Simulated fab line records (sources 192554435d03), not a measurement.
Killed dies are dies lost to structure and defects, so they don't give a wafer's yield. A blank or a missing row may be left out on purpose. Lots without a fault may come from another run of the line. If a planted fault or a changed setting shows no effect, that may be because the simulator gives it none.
Comparing a struck lot with a sound one ; flow n5 finfet ; 35 steps out of a route of 1938
Sound: the wafers L404.1, L404.3, L404.5. Struck: wafers L411.1, L411.2, L411.3. Last of all comes the cause.
At each step with rows: each side's tool, then ch and its chambers, then its first start. Under that, the readings that differ: sound wafers ; struck wafers ; difference of the means ; sigmas: that difference in standard deviations of wafers without a fault.
alike: readings whose means differ by less than 2 such deviations, and words and numbers that are the same on both sides. not compared: withheld readings, readings that some wafer has no value for, bounds like >300 that may hide the same value, and numbers for which the record gives no deviation and whose values overlap.
The two part at a step that has a row with sigmas, a row that says differs or no value, or rows on one side only. Numbers that have no deviation but don't overlap get no sigmas and don't part them. Lack of a reading on every wafer of one side parts them only where that side has two or more wafers.

first, 12 steps without rows for these wafers: N5_BEOL_M15_STRIP_62 (strips in O2); N5_BEOL_M15_STRIP_37 (strips in O2); N5_BEOL_M15_ETCH_38 (etches SiCN in CF4/N2, target depth 106.4 nm, time 120.5 s); N5_BEOL_M15_PRECLEAN_39 (cleans in residue remover, time 60 s); N5_BEOL_M15_SRD_40 (time 30 s, dry time 30 s); N5_BEOL_M15_DEGAS_41 (time 60 s); N5_BEOL_M15_PRE_CLEAN_42 (time 30 s); N5_BEOL_M15_SPUTTER_43 (material TaN, target thk 15 nm, time 24.19 s); N5_BEOL_M15_SPUTTER_44 (material Ta, target thk 15 nm, time 24.19 s); N5_BEOL_M15_SPUTTER_45 (material Cu, target thk 100 nm, time 16.67 s); N5_BEOL_M15_ECD_47 (material Cu, target thk 1860 nm); N5_BEOL_M15_ANNEAL_48 (time 90 s).
N5_BEOL_M15_CMP_49: polishes, stops on SiO2, t overpolish 4.9 s, target thk 850 nm.
  sound on cmp-02 ch 1,2,3, day 13 13:54; struck on cmp-02 ch 0,2,3, day 15 03:28
  alike: barrier field endpoint s, motor current A, overpolish run s
then, 2 steps without rows for these wafers: N5_BEOL_M15_PRE_CLEAN_52 (time 15 s); N5_BEOL_M15_DEP_53 (deposits SiCN from 3MS/NH3, target thk 50 nm, time 17.8 s).
N5_BEOL_M15_INSPECT_55: inspects for defects (darkfield).
  sound: defect inspect-01 at day 13 14:16; struck: defect inspect-02 at day 15 03:53
reading;sound;struck;difference;sigmas
raw defect count;125 136 140;892 876 800;+722;+31
then, 16 steps without rows for these wafers: N5_PASSIVATION_PECVD_00 (deposits SiO2 from SiH4/N2O, target thk 200 nm, time 11.2 s); N5_MIM_BOT_DEGAS_01 (time 60 s); N5_MIM_BOT_SPUTTER_00 (material TiN, target thk 35 nm, time 89.7 s); N5_MIM_TOP_ALD_00 (deposits Al2O3, purge time 3 s, co reactant pulse time 3 s); N5_MIM_TOP_ALD_01 (deposits HfO2, target thk 5.6 nm, pulse time 1 s, purge time 3 s); N5_MIM_TOP_ALD_02 (deposits Al2O3, purge time 3 s, co reactant pulse time 3 s); N5_MIM_TOP_DEGAS_04 (time 60 s); N5_MIM_TOP_SPUTTER_03 (material TiN, target thk 35 nm, time 89.7 s); N5_MIM_TOP_LITHO_HMDS_01 (time 60 s); N5_MIM_TOP_LITHO_COAT_02; N5_MIM_TOP_LITHO_EBR_04; N5_MIM_TOP_LITHO_SOFTBAKE_03 (time 90 s); N5_MIM_TOP_LITHO_EXPOSE_05 (exposes mask MIM TOP, target cd 2000 nm); N5_MIM_TOP_LITHO_PEB_06; N5_MIM_TOP_LITHO_DEVELOP_07 (develop time 60 s); N5_MIM_TOP_LITHO_HARDBAKE_09 (time 120 s).
N5_MIM_TOP_LITHO_INSPECT_12: inspects for defects (macro).
  sound: defect inspect-01 at day 13 19:20; struck: defect inspect-01 at day 15 07:54
reading;sound;struck;difference;sigmas
raw defect count;0 2 0;>300 >300 >300;differs;
then, 1 step without rows for these wafers: N5_MIM_TOP_LITHO_DESCUM_10 (chemistry O2, time 7.9 s).
N5_PASSIVATION_PROBE_49:
  sound: prober-01 at day 14 06:25; struck: prober-01 at day 15 19:10
reading;sound;struck;difference;sigmas
defect limited yield (%);93.1 91.8 89.3;44.5 46.7 49.8;-44.4;-30
killed_at_M4_up;13 8 15;573 556 533;+542;+99 or more
killed dies;81 97 126;655 629 592;+524;+31
killed on rim;13 14 19;89 82 71;+65;+16
sort_bin_5_function (%);4.2 5.1 6.3;33.4 33.7 33.6;+28.4;+29
sort_bin_6_memory (%);2.5 2.9 4.1;18.7 16.0 13.6;+12.9;+19
sort n pass;1099 1083 1054;525 551 588;-524;-31
sort yield pct (%);93.1 91.8 89.3;44.5 46.7 49.8;-44.4;-30
  alike: killed_at_M0_to_M3, killed at contacts, killed at front end, killed at other, killed open, killed short

WHERE THEY PART
Last at N5_PASSIVATION_PROBE_49 as far as this record goes, first at N5_BEOL_M15_INSPECT_55.

WHY: whatever the simulator had introduced
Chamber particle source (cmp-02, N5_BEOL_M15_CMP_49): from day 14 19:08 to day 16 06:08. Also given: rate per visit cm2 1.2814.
